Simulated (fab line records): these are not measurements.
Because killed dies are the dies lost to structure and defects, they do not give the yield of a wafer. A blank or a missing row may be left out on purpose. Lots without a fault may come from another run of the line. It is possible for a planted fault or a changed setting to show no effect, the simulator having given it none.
fab line records	flow n5_finfet
record: lots: 12	wafers: 32	last_day: 18
route steps=1938 shown BEOL_M7@1325 BEOL_M8@1336 PASSIVATION@1936
lots that met no fault: taken from a fault-free run of the same line
start_h: hours from the record's first day to the start of the lot's first wafer shown	wait_h: how many hours have passed since the lot's step before this one	" unchanged from the row above	L1.1+2: several wafers, shown together as one row	- value missing, or start not given	* or withheld: withheld	< > ~ a bound
route shown NAME@n: names a module that has steps shown in the file, with the first one's number in the route	usual: average and standard deviation across the fault-free wafers	same: alike in all rows	chamber/n: place in a boat	sites: per-site readings	_std_site: the values' standard deviation	_edge_site: inner sites' mean taken away from outer sites' mean	radius_mm: how far each site lies from the wafer's centre	mask NAME#n: copy n	behind: the last tool/chamber to shape the wafer	hold: reason for holding the lot/hours on hold/outcome of the hold	device: the transistor (n, p or np) that didn't switch	end of line: the same wafers' tests at the end of the route	step lacking rows: just its recipe	killed: the dies lost at the first sort to structure and to defects; this is not the yield of the wafer	map: per-die view of a wafer (x killed, . not killed, _ where there is no die)
set.NAME: the setting as run; set.NAME@STEP: as run at that earlier step	model.NAME: the simulator's own value behind a step, which no gauge read
a sample of lots followed through the steps of the route, with each step as a table and each wafer as a row
services: the hour from which a tool's chamber was out of use, counted from the record's first day as start_h (under 0 if before that day), plus the number of hours and why
== steps ==
step: N5_BEOL_M7_ANNEAL_51
recipe: temp_c: 225	time_s: 90	ambient: N2
usual: wafer_temp_C_max: 226.3/0.4
lot.wafer	tool	chamber	start_h	wait_h	wafer_temp_C_max
L955.3	rtp_anneal-02	0	203.49	0.1	226.5
L955.5	"	0	"	"	226.1
L957.2	rtp_anneal-02	0	224.07	0.1	226.8
L957.4	"	0	"	"	226.1
L957.5	"	0	"	"	226.5
L961.2	rtp_anneal-02	0	241.17	1.0	226.4
L961.3	"	0	"	"	226.2
L961.6	"	0	"	"	226.7
L962.2	rtp_anneal-01	0	241.26	1.1	225.9
L962.5	"	0	"	"	225.8
L963.2	rtp_anneal-01	0	247.91	0.1	225.9
L963.3	"	0	"	"	225.7
L964.2	rtp_anneal-02	0	265.26	0.1	226.5
L964.4	"	0	"	"	226.6
L964.6	"	0	"	"	225.9
L965.1	rtp_anneal-02	0	272.55	0.1	226.1
L965.2	"	0	"	"	226.9
L965.3	"	0	"	"	226.4
L967.1	rtp_anneal-01	0	279.50	0.1	226.0
L967.5	"	0	"	"	225.9
L967.6	"	0	"	"	225.8
L968.1	rtp_anneal-02	0	292.85	0.1	226.6
L968.2	"	0	"	"	226.4
L969.2	rtp_anneal-01	0	300.60	0.1	226.2
L969.3	"	0	"	"	226.4
L969.6	"	0	"	"	226.0
L972.1	rtp_anneal-01	0	318.75	0.1	226.2
L972.3	"	0	"	"	225.6
L972.5	"	0	"	"	225.7
L978.3	rtp_anneal-02	0	345.76	0.5	226.8
L978.5	"	0	"	"	226.7
L978.6	"	0	"	"	226.7
step: N5_BEOL_M8_HM_DEP_02
recipe: material: TiN	target_thk_a: 200	temp_c: 25	chamber_pressure_pa: 0.49996
usual: throttle_valve_pct: 29.3/1.1
lot.wafer	tool	chamber	start_h	wait_h	throttle_valve_pct
L955.3	pvd_sputter-02	-	205.61	0.7	29.0
L955.5	"	-	"	"	28.6
L957.2	pvd_sputter-01	-	225.87	0.4	29.1
L957.4	"	-	"	"	31.1
L957.5	"	-	"	"	28.4
L961.2	pvd_sputter-02	-	243.04	0.5	28.9
L961.3	"	-	"	"	30.8
L961.6	"	-	"	"	30.6
L962.2	pvd_sputter-01	-	243.14	0.5	28.3
L962.5	"	-	"	"	28.3
L963.2	pvd_sputter-02	-	249.64	0.1	28.5
L963.3	"	-	"	"	28.3
L964.2	pvd_sputter-03	-	268.47	1.8	32.1
L964.4	"	-	"	"	29.4
L964.6	"	-	"	"	29.4
L965.1	pvd_sputter-01	-	275.58	1.6	28.5
L965.2	"	-	"	"	28.3
L965.3	"	-	"	"	30.8
L967.1	pvd_sputter-01	-	282.67	1.3	29.0
L967.5	"	-	"	"	29.2
L967.6	"	-	"	"	28.5
L968.1	pvd_sputter-02	-	296.08	1.8	30.5
L968.2	"	-	"	"	28.1
L969.2	pvd_sputter-02	-	303.41	1.0	29.1
L969.3	"	-	"	"	28.5
L969.6	"	-	"	"	28.7
L972.1	pvd_sputter-02	-	323.69	3.4	29.2
L972.3	"	-	"	"	28.4
L972.5	"	-	"	"	29.0
L978.3	pvd_sputter-01	-	349.12	1.8	28.2
L978.5	"	-	"	"	28.2
L978.6	"	-	"	"	29.1
step: N5_BEOL_M8_EXPOSE_08
recipe: mask_id: M8	na: 1.35	source_shape: dipole	sigma_inner: 0.817	sigma_outer: 0.97	polarization: te	dose_mj: 68.25
usual: reticle_temp_C: 23.00/0.1
lot.wafer	tool	chamber	start_h	wait_h	mask	reticle_temp_C
L955.3	arfi_scanner-01	0	205.87	-	M8#0	23.00
L955.5	"	0	"	"	M8#0	23.07
L957.2	arfi_scanner-02	0	226.25	-	M8#0	22.98
L957.4	"	0	"	"	M8#0	23.04
L957.5	"	0	"	"	M8#0	23.14
L961.2	arfi_scanner-03	0	243.29	-	M8#0	22.86
L961.3	"	0	"	"	M8#0	22.86
L961.6	"	0	"	"	M8#0	22.96
L962.2	arfi_scanner-02	0	243.51	-	M8#0	22.90
L962.5	"	0	"	"	M8#0	22.95
L963.2	arfi_scanner-03	0	250.03	-	M8#0	23.06
L963.3	"	0	"	"	M8#0	23.06
L964.2	arfi_scanner-01	0	268.85	-	M8#0	23.12
L964.4	"	0	"	"	M8#0	22.94
L964.6	"	0	"	"	M8#0	22.86
L965.1	arfi_scanner-02	0	275.95	-	M8#0	23.05
L965.2	"	0	"	"	M8#0	22.97
L965.3	"	0	"	"	M8#0	23.01
L967.1	arfi_scanner-02	0	282.91	-	M8#0	23.15
L967.5	"	0	"	"	M8#0	23.16
L967.6	"	0	"	"	M8#0	23.18
L968.1	arfi_scanner-03	0	296.45	-	M8#0	23.03
L968.2	"	0	"	"	M8#0	22.85
L969.2	arfi_scanner-02	0	303.78	-	M8#0	22.92
L969.3	"	0	"	"	M8#0	23.06
L969.6	"	0	"	"	M8#0	23.15
L972.1	arfi_scanner-02	0	324.06	-	M8#0	22.84
L972.3	"	0	"	"	M8#0	23.03
L972.5	"	0	"	"	M8#0	22.92
L978.3	arfi_scanner-01	0	349.58	-	M8#0	23.03
L978.5	"	0	"	"	M8#0	22.93
L978.6	"	0	"	"	M8#0	22.86
step: N5_BEOL_M8_OVL_MEAS_12
recipe: points_per_wafer: 44
usual: M8_OVL: 0.3/0.72
same: points_per_wafer: 44
lot.wafer	tool	chamber	start_h	wait_h	M8_OVL[nm]
L955.3	overlay-01	0	206.01	0.0	0.4
L955.5	"	0	"	"	0.7
L957.2	overlay-02	0	226.40	0.0	0.1
L957.4	"	0	"	"	0.8
L957.5	"	0	"	"	-0.2
L961.2	overlay-01	0	243.44	0.0	0.0
L961.3	"	0	"	"	0.5
L961.6	"	0	"	"	0.6
L962.2	overlay-01	0	243.67	0.0	0.3
L962.5	"	0	"	"	0.8
L963.2	overlay-01	0	250.18	0.0	1.5
L963.3	"	0	"	"	0.1
L964.2	overlay-02	0	269.00	0.0	0.1
L964.4	"	0	"	"	-0.3
L964.6	"	0	"	"	-0.4
L965.1	overlay-01	0	276.11	0.0	0.0
L965.2	"	0	"	"	0.2
L965.3	"	0	"	"	0.0
L967.1	overlay-01	0	283.07	0.0	0.2
L967.5	"	0	"	"	1.6
L967.6	"	0	"	"	-0.1
L968.1	overlay-01	0	296.61	0.0	1.1
L968.2	"	0	"	"	1.2
L969.2	overlay-02	0	303.93	0.0	7.7
L969.3	"	0	"	"	8.3
L969.6	"	0	"	"	7.8
L972.1	overlay-01	0	324.22	0.0	8.4
L972.3	"	0	"	"	8.0
L972.5	"	0	"	"	7.8
L978.3	overlay-01	0	349.73	0.0	0.1
L978.5	"	0	"	"	-0.2
L978.6	"	0	"	"	0.2
step: N5_BEOL_M8_HM_OPEN_17
recipe: chemistry: Cl2/BCl3	target_depth_a: 200	overetch_a: 60	target: TiN	mask_material: SOC	ion_energy_ev: 150	pressure_mtorr: 10	icp_w: 1000	bias_w: 126	Cl2_flow_sccm: 53.25	bcl3_flow_sccm: 21.75	Ar_flow_sccm: 25
usual: drypump_motor_current_A: 5.7/0.49	he_backside_leak_sccm: 3.45/0.23	oes_product_au: 0.70/0.073	throttle_valve_pct: 22.10/0.25
lot.wafer	tool	chamber	start_h	wait_h	drypump_motor_current_A	he_backside_leak_sccm	oes_product_au	rf_hours_counter_h	throttle_valve_pct
L955.3	rie_metal-03	0	206.38	0.1	5.4	3.55	0.56	-	22.66
L955.5	"	1	"	"	5.5	3.30	0.75	-	22.10
L957.2	rie_metal-03	0	226.86	0.0	5.4	3.73	0.56	103	22.66
L957.4	"	0	"	"	5.4	5.62	0.55	-	22.64
L957.5	"	1	"	"	5.5	3.29	0.75	-	22.07
L961.2	rie_metal-03	0	243.78	0.0	5.4	3.80	0.55	105	22.65
L961.3	"	0	"	"	5.4	3.65	0.54	-	22.67
L961.6	"	1	"	"	5.4	3.27	0.74	-	22.09
L962.2	rie_metal-03	1	244.00	0.0	5.5	3.25	0.76	15	22.09
L962.5	"	1	"	"	5.5	3.35	0.75	-	22.07
L963.2	rie_metal-03	1	250.55	0.0	5.5	3.40	0.73	16	22.10
L963.3	"	0	"	"	5.3	3.36	0.54	-	22.67
L964.2	rie_metal-02	0	269.69	0.0	6.0	3.45	0.76	11	21.88
L964.4	"	1	"	"	6.4	3.41	0.74	-	21.94
L964.6	"	1	"	"	6.4	3.57	0.75	-	21.95
L965.1	rie_metal-02	1	276.92	0.0	6.4	3.46	0.74	17	21.95
L965.2	"	0	"	"	6.0	3.50	0.76	12	21.88
L965.3	"	1	"	"	6.4	3.47	0.74	-	21.96
L967.1	rie_metal-02	1	283.41	0.0	6.4	3.38	0.74	17	21.97
L967.5	"	0	"	"	6.0	3.24	0.75	-	21.88
L967.6	"	1	"	"	6.4	3.42	0.74	-	21.96
L968.1	rie_metal-03	1	296.97	0.0	5.5	3.45	0.73	19	22.09
L968.2	"	0	"	"	5.4	3.33	0.54	108	22.69
L969.2	rie_metal-02	1	304.27	0.0	6.4	3.45	0.72	19	21.97
L969.3	"	0	"	"	6.0	3.59	0.74	-	21.90
L969.6	"	1	"	"	6.4	3.38	0.73	-	21.96
L972.1	rie_metal-01	0	324.80	0.0	5.0	3.16	0.64	55	21.94
L972.3	"	1	"	"	6.2	3.53	0.70	-	22.03
L972.5	"	0	"	"	5.0	3.05	0.64	-	21.96
L978.3	rie_metal-02	0	350.25	0.1	6.0	3.67	0.73	-	21.89
L978.5	"	1	"	"	6.4	3.46	0.73	-	21.97
L978.6	"	0	"	"	6.0	3.87	0.73	-	21.90
step: N5_PASSIVATION_PROBE_49
usual: defect_limited_yield: 91.4/1.4	killed_at_M0_to_M3: 33/10	killed_at_M4_up: 14/6.1	killed_at_contacts: 14/6.1	killed_at_front_end: 38/9.7	killed_at_other: 3.1/2.9	killed_dies: 102/17	killed_open: 67/13	killed_short: 32/8	sort_bin_5_function: 5.1/0.94	sort_bin_6_memory: 3.2/0.68	sort_bin_8_speed: 0.02/0.17	sort_n_pass: 1078/17	sort_yield_pct: 91.3/1.5
same: gross_dies: 1180	killed_at_back_side: 0	sort_bin_4_leakage[%]: 0
lot.wafer	tool	chamber	start_h	wait_h	defect_limited_yield[%]	killed_at_M0_to_M3	killed_at_M4_up	killed_at_contacts	killed_at_front_end	killed_at_other	killed_dies	killed_open	killed_short	sort_bin_5_function[%]	sort_bin_6_memory[%]	sort_bin_8_speed[%]	sort_n_pass	sort_yield_pct[%]
L964.2	prober-02	-	342.07	0.1	91.4	36	10	9	46	1	102	60	40	5.8	2.6	0	1078	91.4
L964.4	prober-02	-	342.17	0.2	92.8	26	11	14	32	2	85	55	25	4.1	2.9	0	1095	92.8
L964.6	prober-02	-	342.27	0.3	91.9	28	21	17	27	2	95	62	32	5.4	2.5	0	1085	91.9
L967.1	prober-01	-	350.99	0.0	89.8	44	12	14	46	4	120	66	54	5.9	3.9	0	1060	89.8
L967.5	prober-01	-	351.19	0.2	91.7	34	13	13	35	3	98	70	28	5.4	2.6	0	1082	91.7
L967.6	prober-01	-	351.24	0.3	88.8	59	16	23	27	7	132	90	40	6.3	4.2	0	1048	88.8
L972.1	prober-02	-	405.48	0.0	90.1	25	20	28	43	1	117	77	38	6.8	3.0	0	1063	90.1
L972.3	prober-02	-	405.58	0.1	89.7	32	18	16	53	2	121	87	33	5.9	4.0	0	1059	89.7
L972.5	prober-02	-	405.68	0.2	91.7	19	24	17	34	4	98	65	33	4.4	3.6	0	1082	91.7
L978.3	prober-02	-	425.05	0.1	90.7	39	15	21	34	1	110	75	35	5.6	3.3	0	1070	90.7
L978.5	prober-02	-	425.15	0.2	92.2	44	10	9	29	0	92	60	32	5.0	2.4	0	1088	92.2
L978.6	prober-02	-	425.20	0.3	92.3	30	13	15	33	0	91	61	30	4.3	3.1	0.08	1088	92.2
killed by level:class
L964.2 BEOL_M1:geometric_particle:open=9 GATE_CUT:geometric_particle:short=9 MOL_CONTACT_COAG:geometric_particle:open=8 BEOL_M0_SAQP:geometric_particle:short=8 BEOL_M0_SAQP:geometric_particle:open=8 FIN_SAQP:geometric_particle:open=7 STI_FIN_REVEAL:geometric_particle:open=6 FIN_SAQP:geometric_particle:short=5
L964.4 MOL_CONTACT_COAG:geometric_particle:open=11 BEOL_M0_SAQP:geometric_particle:open=6 BEOL_M1:geometric_particle:open=6 FIN_SAQP:geometric_particle:open=5 STI_FIN_REVEAL:geometric_particle:open=5 STARTING-WAFER:geometric_particle:open=5 GATE_CUT:geometric_particle:short=4 BEOL_M4:geometric_particle:open=4
L964.6 MOL_CONTACT_COAG:geometric_particle:open=11 BEOL_M1:geometric_particle:open=10 BEOL_M4:geometric_particle:open=9 FIN_SAQP:geometric_particle:open=7 BEOL_M4:geometric_particle:short=7 MOL_CONTACT_COAG:geometric_particle:short=6 BEOL_M3:geometric_particle:open=6 BEOL_M0_SAQP:geometric_particle:open=5
L967.1 MOL_CONTACT_COAG:geometric_particle:open=11 DUMMY_GATE:geometric_particle:open=9 GATE_CUT:geometric_particle:short=9 BEOL_M0_SAQP:geometric_particle:short=9 BEOL_M4:geometric_particle:open=8 FIN_SAQP:geometric_particle:short=7 BEOL_M2:geometric_particle:open=6 BEOL_M3:geometric_particle:open=6
L967.5 FIN_SAQP:geometric_particle:open=12 MOL_CONTACT_COAG:geometric_particle:open=11 BEOL_M4:geometric_particle:open=8 BEOL_M3:geometric_particle:open=8 BEOL_M0_SAQP:geometric_particle:open=7 BEOL_M1:geometric_particle:open=7 FIN_SAQP:geometric_particle:short=6 GATE_CUT:geometric_particle:short=6
L967.6 MOL_CONTACT_COAG:geometric_particle:open=18 BEOL_M1:geometric_particle:open=15 BEOL_M0_SAQP:geometric_particle:short=10 BEOL_M4:geometric_particle:open=10 BEOL_M2:geometric_particle:open=9 STI_FIN_REVEAL:geometric_particle:open=6 BEOL_M3:geometric_particle:open=6 MOL_CONTACT_COAG:geometric_particle:short=5
L972.1 MOL_CONTACT_COAG:geometric_particle:open=23 FIN_SAQP:geometric_particle:open=12 FIN_SAQP:geometric_particle:short=8 BEOL_M0_SAQP:geometric_particle:open=7 BEOL_M1:geometric_particle:short=7 STI_FIN_REVEAL:geometric_particle:open=5 MOL_CONTACT_COAG:geometric_particle:short=5 BEOL_M4:geometric_particle:open=5
L972.3 STI_FIN_REVEAL:geometric_particle:open=14 MOL_CONTACT_COAG:geometric_particle:open=14 FIN_SAQP:geometric_particle:open=9 BEOL_M0_SAQP:geometric_particle:open=9 BEOL_M0_SAQP:geometric_particle:short=8 FIN_SAQP:geometric_particle:short=6 STARTING-WAFER:geometric_particle:open=6 BEOL_M3:geometric_particle:open=5
L972.5 MOL_CONTACT_COAG:geometric_particle:open=14 FIN_SAQP:geometric_particle:open=10 FIN_SAQP:geometric_particle:short=7 BEOL_M4:geometric_particle:open=7 DUMMY_GATE:geometric_particle:open=5 BEOL_M5:geometric_particle:open=5 STI_FIN_REVEAL:geometric_particle:open=4 STARTING-WAFER:geometric_particle:short=4
L978.3 MOL_CONTACT_COAG:geometric_particle:open=18 BEOL_M1:geometric_particle:open=18 FIN_SAQP:geometric_particle:short=8 BEOL_M2:geometric_particle:open=8 GATE_CUT:geometric_particle:short=7 BEOL_M4:geometric_particle:open=5 FIN_SAQP:geometric_particle:open=4 BEOL_M0_SAQP:geometric_particle:short=4
L978.5 BEOL_M1:geometric_particle:open=15 BEOL_M2:geometric_particle:open=13 FIN_SAQP:geometric_particle:short=9 MOL_CONTACT_COAG:geometric_particle:open=5 BEOL_M3:geometric_particle:open=5 FIN_SAQP:geometric_particle:open=4 STI_FIN_REVEAL:geometric_particle:open=4 MOL_CONTACT_COAG:geometric_particle:short=4
L978.6 FIN_SAQP:geometric_particle:open=13 BEOL_M1:geometric_particle:open=11 MOL_CONTACT_COAG:geometric_particle:open=9 MOL_CONTACT_COAG:geometric_particle:short=6 BEOL_M2:geometric_particle:open=6 BEOL_M4:geometric_particle:open=6 STARTING-WAFER:geometric_particle:short=6 FIN_SAQP:geometric_particle:short=5
== services ==
tool	chamber	start_h	hours	kind
arfi_scanner-02	-	183.11	0.5	repair
arfi_scanner-01	-	190.64	3.9	pm
arfi_scanner-02	-	191.22	4.9	pm
rie_metal-02	-	195.00	0.1	repair
arfi_scanner-01	-	213.61	1.3	pm
arfi_scanner-03	-	216.93	0.8	repair
arfi_scanner-03	-	219.99	0.8	pm
arfi_scanner-03	-	221.17	1.3	pm
arfi_scanner-03	-	224.23	9.5	repair
arfi_scanner-01	-	242.74	1.1	repair
arfi_scanner-02	-	265.49	1.3	pm
rie_metal-03	-	267.96	15.6	pm
arfi_scanner-02	-	272.14	3.1	pm
arfi_scanner-02	-	293.61	3.2	repair
pvd_sputter-01	-	305.83	20.9	repair
arfi_scanner-02	-	313.39	1.0	pm
arfi_scanner-01	-	315.70	1.0	repair
arfi_scanner-02	-	326.83	2.4	repair
arfi_scanner-01	-	329.74	1.7	repair
rie_metal-02	-	331.01	14.6	pm
arfi_scanner-01	-	337.63	1.0	pm
arfi_scanner-01	-	339.11	1.3	pm
rtp_anneal-01	-	346.62	1.2	pm
pvd_sputter-02	-	349.46	4.3	repair
== key ==
first_sign: step: N5_BEOL_M8_OVL_MEAS_12	reading: M8_OVL	direction: up	sigmas: 11	usual: 0.3	struck: 8.0
effect none on later readings
met_at N5_BEOL_M8_EXPOSE_08
struck_lots L969,L972
not_acting_at N5_BEOL_M7_ANNEAL_51,N5_BEOL_M8_HM_DEP_02,N5_BEOL_M8_HM_OPEN_17
onset_between 282.91 303.78
fault: kind: scanner_matching_overlay	tool: arfi_scanner-02	chamber: -	onset_h: 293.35	steps: N5_BEOL_M8_EXPOSE_08	offset: 8.1445
